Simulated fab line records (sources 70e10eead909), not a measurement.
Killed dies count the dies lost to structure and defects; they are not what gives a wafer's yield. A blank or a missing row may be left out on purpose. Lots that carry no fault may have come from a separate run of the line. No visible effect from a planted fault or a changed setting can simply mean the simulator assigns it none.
Struck lot and sound lot, side by side || flow nand_harc || 13 out of 1302 route steps
Sound: these wafers, L103.2, L103.4, L103.6. Struck: wafers L114.3, L114.4. (L114.6 of the same lot was not struck and is left out.) The cause comes at the end.
Per side, at each step with rows, come the tool, then ch with its chambers, and then its first start. Under that, the readings that differ: sound wafers || struck wafers || difference of the means || sigmas: that difference in standard deviations of wafers without a fault.
alike: same words and numbers on both sides, and readings whose means sit less than 2 such deviations apart. not compared: any withheld reading, any reading some wafer has no value for, any bound like >300 that may hide the same value, and any number with overlapping values for which the record gives no deviation.
Wherever a step has rows on one side only, a row that says differs or no value, or a row with sigmas, the two part there. When numbers do not overlap yet have no deviation, they are printed without sigmas and do not part them. A reading that every wafer of one side lacks parts them only if that side has two wafers or more.

first, 8 steps without rows for these wafers: NHARC_A_STAIRCASE_HMDS_210 (time 30 s); NHARC_A_STAIRCASE_COAT_211; NHARC_A_STAIRCASE_SOFTBAKE_212 (time 170 s); NHARC_A_STAIRCASE_EBR_213; NHARC_A_STAIRCASE_EXPOSE_214 (exposes mask STAIR 3); NHARC_A_STAIRCASE_PEB_215 (peb time 130 s); NHARC_A_STAIRCASE_DEVELOP_216 (time 140 s); NHARC_A_STAIRCASE_HARDBAKE_218 (time 140 s).
NHARC_A_STAIRCASE_DESCUM_219: chemistry O2, time 3 s.
  sound on rie_diel-06 ch 1,3, day 20 10:47; struck on rie_diel-06 ch 0,2, day 24 18:47
  alike: drypump_motor_current_A, oes_product_au, rf_vpp_V, showerhead_plenum_p_Torr, throttle_valve_pct
  not compared: rf_hours_counter_h
NHARC_A_STAIRCASE_TRIM_220: chemistry O2, time 211.2 s.
  sound on rie_diel-06 ch 2,3, day 20 10:53; struck on rie_diel-06 ch 0,2, day 24 18:53
  alike: drypump_motor_current_A, oes_product_au, rf_vpp_V, showerhead_plenum_p_Torr, throttle_valve_pct
  not compared: rf_hours_counter_h
NHARC_A_STAIRCASE_ETCH_221: etches the open film in C4F8/O2, target depth 100 nm, time 40.5 s.
  sound on rie_diel-06 ch 0,2,3; struck on rie_diel-06 ch 0,3
  alike: oes_product_au, rf_vpp_V
  not compared: rf_hours_counter_h
NHARC_A_STAIRCASE_TRIM_222: chemistry O2, time 211.2 s.
  sound on rie_diel-06 ch 0,1, day 20 11:07; struck on rie_diel-06 ch 1,3, day 24 19:09
{"reading": "oes_product_au (a.u.)", "sound": "1.027 1.016 1.020", "struck": "1.242 1.183", "difference": "+0.192", "sigmas": "+13"}
  alike: drypump_motor_current_A, rf_vpp_V, showerhead_plenum_p_Torr, throttle_valve_pct
  not compared: rf_hours_counter_h
NHARC_A_STAIRCASE_ETCH_223: etches the open film in C4F8/O2, target depth 100 nm, time 40.5 s.
  sound on rie_diel-06 ch 0,1,3; struck on rie_diel-06 ch 1,2
  alike: oes_product_au, rf_vpp_V
  not compared: rf_hours_counter_h

== WHERE THEY PART ==
NHARC_A_STAIRCASE_TRIM_222 only, going by this record. Later steps at which nothing parts them and some readings are alike: NHARC_A_STAIRCASE_ETCH_223.

WHY: the cause the simulator had injected
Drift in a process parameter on rie_diel-06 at NHARC_A_STAIRCASE_TRIM_222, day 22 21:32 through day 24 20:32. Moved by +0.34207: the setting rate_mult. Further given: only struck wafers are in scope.
